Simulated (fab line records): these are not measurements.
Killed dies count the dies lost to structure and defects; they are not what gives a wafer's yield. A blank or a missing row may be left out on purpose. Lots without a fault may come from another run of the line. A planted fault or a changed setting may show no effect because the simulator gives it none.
Problem report in the 8D (eight disciplines) form, filled by code || flow n5 finfet || the parts of the form that need people (team, actions taken, sign-off) are left out

== 1. THE ISSUE ==
Mean of etch rf on time s at N5_BEOL_M0_ETCH_138: 21.9 s across 4 wafers in 3 lots; on wafers with no fault it is 29.3 s (standard deviation 1.1). Relative to the usual mean, that is a shift of -6.7 standard deviations.
The step: etches SiCN in CH3F/O2, target depth 12 nm, time 31.6 s.
Earliest sighting: wafer L691.6 on rie diel-04 at day 7 12:16. Wafers with a number at this step in the record: 23, from 8 lots. The rule behind "out" and "out of limits": a value lying over 4 standard deviations away from the usual mean. Any other wafer with a number is counted as sound.

== 2. WHAT IT IS, AND WHAT IT ISN'T ==
{"question": "which readings at this step", "is": "etch rf on time s", "is not": "drypump motor current A, oes product au, rf fwd power W, rf vpp V, showerhead plenum p Torr, throttle valve pct"}
{"question": "which lots", "is": "L691, L693, L694", "is not": "L686, L687, L696, L702, L707"}
{"question": "which wafers of those lots", "is": "L691.6, L693.4, L694.4, L694.6", "is not": "L691.2, L691.3, L693.2, L693.3"}
{"question": "read on which tools", "is": "rie diel-04, rie diel-05", "is not": "rie diel-03"}
{"question": "when", "is": "from day 7 12:16", "is not": "up to then (8 sound wafers); but 11 sound wafers of L693, L696, L702, L707 came after"}

== 3. WHAT RULES OUT EACH SUSPECT ==
Counting: if a tool at a process step up to the reading ran every lot that is out, it stays a suspect. Sound lots after the first of them don't rule it out here, since some wafers of a struck lot are sound.
- rie si-04 at N5_BEOL_M0_SAQP_MANDREL_ETCH_103 (etches a-Si in HBr/Cl2, stops on SiCN, target depth 45 nm, bt time 10 s, time 27 s): kept. It ran every lot that is out, first L691 (day 7 08:19); its last sound lot up to then is L687 (day 6 13:46).
After counting, what remains is rie si-04 at N5_BEOL_M0_SAQP_MANDREL_ETCH_103.

== 4. THE CAUSE (what the simulator had put in) ==
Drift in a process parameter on rie si-04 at N5_BEOL_M0_SAQP_MANDREL_ETCH_103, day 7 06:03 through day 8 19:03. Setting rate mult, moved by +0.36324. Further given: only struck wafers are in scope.
This tool alone remained once counting was done.

== 5. THE CHAIN OF EFFECTS, in route order ==
Each row: a reading where the mean over the struck wafers with a number is more than 3 standard deviations away from the usual. Only readings whose record carries a usual standard deviation are examined. hours: median over the lots of the time between each lot's start at the first step of this table that gives one and its start at this step. sigmas: the change, counted in usual standard deviations.
{"hours": 0, "step": "N5_BEOL_M0_ETCH_138", "reading": "etch rf on time s", "usual": "29.3 s", "on struck wafers": 21.9, "change": -7.4, "sigmas": -6.7}
Its process steps:
- N5_BEOL_M0_ETCH_138: etches SiCN in CH3F/O2, target depth 12 nm, time 31.6 s.
Later steps that measure or inspect, where all struck wafers having a row at the step show a number for every such reading and not one has moved that far: N5_BEOL_M4_RC_MEAS_101.

== 6. WHAT WOULD HAVE CAUGHT IT SOONER ==
First out-of-limits reading in this record: day 7 12:16, which is 6 hours after fault onset at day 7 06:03.
Of the tool readings at N5_BEOL_M0_SAQP_MANDREL_ETCH_103 for which the record gives a usual standard deviation, none was out on any struck wafer, so an alarm limit of 4 standard deviations on them would not have fired.
Among the 3 lots that are out, L693, L694 began N5_BEOL_M0_SAQP_MANDREL_ETCH_103 on rie si-04 after day 7 12:16. A hold on the tool at that time would have spared those 2.
